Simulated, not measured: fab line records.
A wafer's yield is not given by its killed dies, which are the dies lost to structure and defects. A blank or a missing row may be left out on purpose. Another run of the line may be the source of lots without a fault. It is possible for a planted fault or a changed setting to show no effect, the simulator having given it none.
Split-lot study / flow n5_finfet / 7 lots, 21 wafers read, on a route of 1938 steps

== ON THE SPLIT ==
At N5_MOL_CONTACT_COAG_CONTACT_ETCH_14 (etches SiO2 in C4F6/O2, target depth 27.5 nm, overetch 8.5 nm, time 20 s), the setting source_w was moved away from the recipe's 370 W on 6 of the 21 wafers read, by -17.8% to +14.9%. This setting was run at the recipe's value on the other wafers.

The reading is taken at the split's own step.

== THE READING ==
rf_vpp_V, in V, at N5_MOL_CONTACT_COAG_CONTACT_ETCH_14 (etches SiO2 in C4F6/O2, target depth 27.5 nm, overetch 8.5 nm, time 20 s). Typical for fault-free wafers on this fab line: 692 V, with standard deviation 3.1 V.

wafer=L074.1; tool, chamber at the split=rie_diel-03, 0; source_w as run, W=304.2; against the recipe=-17.8%; rf_vpp_V, V=737; against lot-mates on the recipe=+43
wafer=L074.4; tool, chamber at the split=rie_diel-03, 3; source_w as run, W=370; against the recipe=recipe; rf_vpp_V, V=693; against lot-mates on the recipe=-
wafer=L074.5; tool, chamber at the split=rie_diel-03, 1; source_w as run, W=370; against the recipe=recipe; rf_vpp_V, V=695; against lot-mates on the recipe=-
wafer=L080.2; tool, chamber at the split=rie_diel-03, 3; source_w as run, W=425.1; against the recipe=+14.9%; rf_vpp_V, V=662; against lot-mates on the recipe=-30
wafer=L080.4; tool, chamber at the split=rie_diel-03, 0; source_w as run, W=425.1; against the recipe=+14.9%; rf_vpp_V, V=667; against lot-mates on the recipe=-25
wafer=L080.5; tool, chamber at the split=rie_diel-03, 0; source_w as run, W=370; against the recipe=recipe; rf_vpp_V, V=692; against lot-mates on the recipe=-
wafer=L081.2; tool, chamber at the split=rie_diel-03, 3; source_w as run, W=370; against the recipe=recipe; rf_vpp_V, V=692; against lot-mates on the recipe=-
wafer=L081.5; tool, chamber at the split=rie_diel-03, 2; source_w as run, W=370; against the recipe=recipe; rf_vpp_V, V=689; against lot-mates on the recipe=-
wafer=L081.6; tool, chamber at the split=rie_diel-03, 3; source_w as run, W=370; against the recipe=recipe; rf_vpp_V, V=692; against lot-mates on the recipe=-
wafer=L085.3; tool, chamber at the split=rie_diel-01, 3; source_w as run, W=370; against the recipe=recipe; rf_vpp_V, V=698; against lot-mates on the recipe=-
wafer=L085.4; tool, chamber at the split=rie_diel-01, 3; source_w as run, W=370; against the recipe=recipe; rf_vpp_V, V=700; against lot-mates on the recipe=-
wafer=L085.6; tool, chamber at the split=rie_diel-01, 1; source_w as run, W=396.3; against the recipe=+7.1%; rf_vpp_V, V=675; against lot-mates on the recipe=-24
wafer=L087.1; tool, chamber at the split=rie_diel-03, 0; source_w as run, W=370; against the recipe=recipe; rf_vpp_V, V=691; against lot-mates on the recipe=-
wafer=L087.2; tool, chamber at the split=rie_diel-03, 2; source_w as run, W=370; against the recipe=recipe; rf_vpp_V, V=689; against lot-mates on the recipe=-
wafer=L087.4; tool, chamber at the split=rie_diel-03, 1; source_w as run, W=370; against the recipe=recipe; rf_vpp_V, V=698; against lot-mates on the recipe=-
wafer=L091.1; tool, chamber at the split=rie_diel-02, 0; source_w as run, W=370; against the recipe=recipe; rf_vpp_V, V=694; against lot-mates on the recipe=-
wafer=L091.2; tool, chamber at the split=rie_diel-02, 2; source_w as run, W=370; against the recipe=recipe; rf_vpp_V, V=694; against lot-mates on the recipe=-
wafer=L091.6; tool, chamber at the split=rie_diel-02, 3; source_w as run, W=370; against the recipe=recipe; rf_vpp_V, V=692; against lot-mates on the recipe=-
wafer=L095.2; tool, chamber at the split=rie_diel-01, 2; source_w as run, W=370; against the recipe=recipe; rf_vpp_V, V=691; against lot-mates on the recipe=-
wafer=L095.3; tool, chamber at the split=rie_diel-01, 0; source_w as run, W=325.1; against the recipe=-12.1%; rf_vpp_V, V=719; against lot-mates on the recipe=+28
wafer=L095.6; tool, chamber at the split=rie_diel-01, 1; source_w as run, W=325.1; against the recipe=-12.1%; rf_vpp_V, V=717; against lot-mates on the recipe=+26

THE FIT
A straight line over all 21 wafers: rf_vpp_V changes by -2.14 V for each +1% of source_w; r = -0.98; the points scatter about the line by 3.4 V.
The same after taking each lot's own level away (the mean of its wafers on the recipe; 21 wafers): -2.18 V for each +1%; r = -0.98; scatter 3.3 V.
The reading moves by 39 V for the largest change in source_w, on that fit.
From 691.0 to 699.0 V: that is the span of the lots' own levels, equal to 2.6 times the standard deviation above.
The two slopes agree, so the slope changes little with the lot-to-lot level.
Check: +37.2 V against its lot-mates is what the line predicts for one of the wafers moved furthest among these (-17.8%) when that wafer is left out of the fit. It came out at +43 V against them.
Tool readings at the split's step, against how far the setting was moved: rf_vpp_V r = -0.98.

== OTHER SPLITS ON THESE WAFERS ==
Other splits were also applied to these wafers ahead of the reading. Each is held against what the fit with the lots' levels taken away leaves over:
other split on the same wafers=N5_MOL_CONTACT_COAG_EXPOSE_05 dose_mj; wafers away from the commonest value=6; r with rf_vpp_V (lot level and that fit taken away)=+0.31

== FILE'S OWN FIT ==
rf_vpp_V changes by -2.26 V for each +1% of source_w, r = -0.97.
